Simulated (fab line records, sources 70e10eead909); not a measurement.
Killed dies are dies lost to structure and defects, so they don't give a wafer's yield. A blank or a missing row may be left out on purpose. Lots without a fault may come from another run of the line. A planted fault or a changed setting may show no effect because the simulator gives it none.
Problem report in the 8D (eight disciplines) form, filled by code | flow nand_harc | the parts of the form that need people (team, actions taken, sign-off) are left out

1. THE PROBLEM
heater_power_total_W at NHARC_P_CONTACT_SOFTBAKE_07 reads a mean of 222.49 W on 3 wafers of 3 lots; wafers without a fault read 188.46 W with a standard deviation of 0.14. That is +99 or more standard deviations from the usual mean.
The step: time 55 s.
First seen on wafer L604.3, day 10 04:00, on litho_track-06. The record holds 38 wafers of 13 lots with a number at this step. Rule for "out", or "out of limits": more than 4 standard deviations from the usual mean. The other wafers with a number count as sound.

2. WHAT IT IS AND WHAT IT IS NOT
question                    | is                     | is not
which readings at this step | heater_power_total_W   | chill_plate_temp_C
which lots                  | L604, L605, L606       | L585, L587, L588, L589, L591, L592, L594, L599, L607, L608
which wafers of those lots  | L604.3, L605.3, L606.3 | L604.2, L605.5, L605.6, L606.2, L606.5
read on which tools         | litho_track-06         | litho_track-01, litho_track-04
when                        | from day 10 04:00      | up to then (25 sound wafers); but 10 sound wafers of L605, L606, L607, L608 came after

3. SUSPECTS, AND WHAT RULES EACH OUT
Counting: a tool at a process step up to the reading stays a suspect if it ran every lot that is out. Sound lots after the first of them don't rule it out here, since some wafers of a struck lot are sound.
- litho_track-06 at NHARC_P_CONTACT_SOFTBAKE_07 (time 55 s): kept. It ran every lot that is out, first L604 (day 10 04:00); its last sound lot up to then is L594 (day 7 14:00). Its own readings are out on those wafers: heater_power_total_W.
Left after counting: litho_track-06 at NHARC_P_CONTACT_SOFTBAKE_07.

4. THE CAUSE (what the simulator had put in)
Process parameter drift: litho_track-06, from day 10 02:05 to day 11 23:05, at NHARC_P_CONTACT_SOFTBAKE_07. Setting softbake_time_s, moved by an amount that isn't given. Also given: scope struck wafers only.
Counting left only this tool.

5. THE CHAIN OF EFFECTS, in route order
Each row: a reading whose mean over the struck wafers that have a number lies more than 3 standard deviations from the usual. Only readings for which the record gives a usual standard deviation are gone through. hours: the time from each lot's start at the first step in this table that gives one to its start at this step, as a median over the lots. sigmas: the change in usual standard deviations.
hours | step                        | reading              | usual    | on struck wafers | change | sigmas
0     | NHARC_P_CONTACT_SOFTBAKE_07 | heater_power_total_W | 188.46 W | 222.49           | +34.03 | +99 or more
The process steps in it:
- NHARC_P_CONTACT_SOFTBAKE_07: time 55 s.

6. WHAT WOULD HAVE CAUGHT IT SOONER
In this record the first reading out of limits was taken at day 10 04:00, 2 hours after the fault began at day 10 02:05.
